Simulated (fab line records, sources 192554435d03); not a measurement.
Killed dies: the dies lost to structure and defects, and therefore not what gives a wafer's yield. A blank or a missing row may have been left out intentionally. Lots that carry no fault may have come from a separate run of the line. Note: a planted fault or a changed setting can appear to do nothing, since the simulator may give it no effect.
Lot-split experiment ; flow n5-finfet ; 7 lots, 21 wafers read, on a route of 1938 steps

== THE SPLIT ITSELF ==
At N5_BEOL_M6_ETCH_62 (etches SOC in N2/H2, target depth 110 nm, overetch 22 nm, time 165 s), the setting time-s was moved away from the recipe's 165 s on 7 of the 21 wafers read, by +6.5% to +14.2%. All remaining wafers had this setting at the recipe value.

== FROM THE SPLIT TO THE READING: what the file shows between them, 2 steps ==
- N5_BEOL_M6_STRIP_68: strips in N2/H2
- N5_BEOL_M6_STRIP_67: strips in CF4

== THE READING ==
etch.depth-nm (the simulator's own value, which no gauge read), in nm, at N5_BEOL_M6_HM_OPEN_17 (chemistry Cl2/BCl3, target TiN, target depth 20 nm, overetch 6 nm). The file does not state a usual value for it. Average 20.22 nm, standard deviation 0.2 nm, over the 14 wafers here run with the recipe.

wafer;tool, chamber at the split;time-s as run, s;against the recipe;etch.depth-nm, nm;against lot-mates on the recipe
L080.1;rie-diel-03, 2,0,0;165;recipe;20.45;-
L080.2;rie-diel-03, 2,0,0;165;recipe;20.36;-
L080.5;rie-diel-03, 2,0,0;165;recipe;20.28;-
L081.3;rie-diel-06, 3,0,3;165;recipe;20.4;-
L081.4;rie-diel-06, 3,0,3;165;recipe;20.31;-
L081.6;rie-diel-06, 3,0,3;165;recipe;20.46;-
L084.1;rie-diel-06, 2;179.2;+8.6%;18.43;-1.67
L084.4;rie-diel-06, 1,3;165;recipe;20.3;-
L084.5;rie-diel-06, 1,3;165;recipe;19.9;-
L088.1;rie-diel-03, 0,3;165;recipe;20.02;-
L088.2;rie-diel-03, 0,3;165;recipe;19.93;-
L088.3;rie-diel-03, 1;183.5;+11.2%;17.94;-2.04
L091.1;rie-diel-06, 1,3,0;176.4;+6.9%;19.05;no lot-mate on the recipe
L091.5;rie-diel-06, 1,3,0;176.4;+6.9%;18.42;no lot-mate on the recipe
L091.6;rie-diel-06, 1,3,0;176.4;+6.9%;18.69;no lot-mate on the recipe
L093.1;rie-diel-03, 3;175.8;+6.5%;19.28;-1.06
L093.2;rie-diel-03, 0,1;165;recipe;20.37;-
L093.5;rie-diel-03, 0,1;165;recipe;20.31;-
L095.3;rie-diel-03, 2,1;165;recipe;20.06;-
L095.4;rie-diel-03, 2,1;165;recipe;19.93;-
L095.6;rie-diel-03, 0;188.4;+14.2%;18.1;-1.89
When a row names more than one chamber, that row covers several wafers, and the file does not tell which wafer ran in which chamber.

THE FIT
A straight line over all 21 wafers: etch.depth-nm changes by -0.182 nm for each +1% of time-s; r = -0.96; the points scatter about the line by 0.26 nm.
The same after taking each lot's own level away (the mean of its wafers on the recipe; 18 wafers): -0.159 nm for each +1%; r = -0.98; scatter 0.16 nm.
Per that fit: largest time-s move, reading shift of 2.3 nm.
Measured against the standard deviation above, the lots' own levels, which go from 19.975 to 20.390 nm, span 2.1 times it.
So the slope is not independent of the lot-to-lot level: the two fits are not the same.
Check: -2.58 nm against its lot-mates is what the line predicts for one of the wafers moved furthest among these (+14.2%) when that wafer is left out of the fit. It came out at -1.89 nm against them.

== OTHER SPLITS ON THESE WAFERS ==
These wafers also went through other splits before the reading. Each is held against what the fit with the lots' levels taken away leaves over:
other split on the same wafers;wafers away from the commonest value;r with etch.depth-nm (lot level and that fit taken away)
N5_BEOL_M0_ETCH_138 source-w;9;+0.13
N5_BEOL_M2_DESCUM_16 time-s;3;-0.19
N5_BEOL_M3_ILD_DEP_00 time-s;6;+0.49
N5_BEOL_M5_COAT_74 spin-rpm;7;+0.49
N5_BEOL_M5_COAT_22 spin-rpm;7;-0.19

== THE FILE'S OWN FIT ==
etch.depth-nm changes by -0.16 nm for each +1% of time-s, r = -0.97.
